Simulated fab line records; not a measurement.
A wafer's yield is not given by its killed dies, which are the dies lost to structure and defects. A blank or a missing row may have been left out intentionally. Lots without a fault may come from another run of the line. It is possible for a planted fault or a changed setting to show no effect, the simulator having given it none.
The same fault as seen by 2 desks ; flow n5_finfet ; what lay behind the numbers comes last; until then each desk has only its own

AT THE TOOL OWNER'S DESK: implanter-02
The tool's own readings at N5_WELL_APT_IMPLANT_32, given as means over the sampled wafers that have a number, one for each lot that went through this tool. A lot is out of limits, marked OUT, if its mean lies more than 4 standard deviations from the usual mean; the brackets give that distance.
Columns: A = beam_energy_keV at N5_WELL_APT_IMPLANT_32, usual 50.003
lot;first seen here;A
L740;day 1 21:16;50.004
L744;day 2 21:31;50.014
L746;day 3 09:43;50.000
L750;day 4 09:47;49.998
L754;day 5 09:42;69.571 (+99 or more) OUT
L756;day 5 21:20;69.578 (+99 or more) OUT
Finding of this desk: L754, L756 out of limits; the first was L754 at day 5 09:42, on beam_energy_keV at N5_WELL_APT_IMPLANT_32. L740, L744, L746, L750: within limits.

AT THE METROLOGY DESK
Means of the sampled wafers that have a number, per lot and without regard to the tool the lot ran on: this is what the gauges read. A lot is out of limits, marked OUT, if its mean lies more than 4 standard deviations from the usual mean; the brackets give that distance. Shown are 7 of the 13 readings it has, namely the first that went out of limits plus those furthest out on some lot.
Columns: A = PWELL_OVL at N5_WELL_APT_OVL_MEAS_26, usual -2 nm; B = CJ_N at N5_BEOL_M4_RC_MEAS_101, usual 4.36; C = DIBL_P at N5_BEOL_M4_RC_MEAS_101, usual 37.3 mV/V; D = ION_P at N5_BEOL_M4_RC_MEAS_101, usual 460 uA/um; E = RS_PWELL at N5_BEOL_M4_RC_MEAS_101, usual 3006 ohm/sq; F = SS_N at N5_BEOL_M4_RC_MEAS_101, usual 71.7 mV/dec; G = SS_P at N5_BEOL_M4_RC_MEAS_101, usual 73.6 mV/dec
lot;first seen here;A;B;C;D;E;F;G
L740;day 1 20:52;0;4.26;38.6;456;2997;71.8;74.9
L741;day 2 03:07;5;4.37;37.1;460;2976;71.8;73.8
L744;day 2 21:07;-11;4.30;39.1;469;3019;72.2;73.0
L745;day 3 02:58;-2;4.45;39.0;468;3006;71.9;73.9
L746;day 3 09:20;-5;4.47;39.6;457;2988;72.2;74.4
L750;day 4 09:10;-2;4.45;36.2;454;3017;71.2;73.4
L753;day 5 02:59;-10;4.41;37.0;456;3023;72.3;73.7
L754;day 5 09:14;1;3.35 (-11) OUT;38.5;461;2732 (-12) OUT;72.5;73.4
L755;day 5 15:04;-8;4.24;40.6;464;2995;72.7;74.4
L756;day 5 20:58;-4;3.27 (-11) OUT;33.6;447;2696 (-13) OUT;73.0;72.9
Finding of this desk: L754, L756 out of limits, first seen on L754 at day 12 11:37 (CJ_N at N5_BEOL_M4_RC_MEAS_101). L740, L741, L744, L745, L746, L750, L753, L755: within limits.

BROUGHT TOGETHER
On L754, L756, at day 5 09:42, an alarm was possible from the tool owner's desk.
At day 12 11:37 the metrology desk could have sounded an alarm, on L754, L756.
All the named lots went through N5_WELL_APT_IMPLANT_32 on implanter-02.

WHAT THE SIMULATOR HAD INSERTED
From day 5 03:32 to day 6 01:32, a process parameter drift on implanter-02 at N5_WELL_APT_IMPLANT_32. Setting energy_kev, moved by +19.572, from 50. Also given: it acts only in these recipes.
Shown lots that were struck: L754, L756.
Delay (hours) between the fault's onset and each desk's first out-of-limits reading: 6 at the tool owner's desk, 176 at the metrology desk.
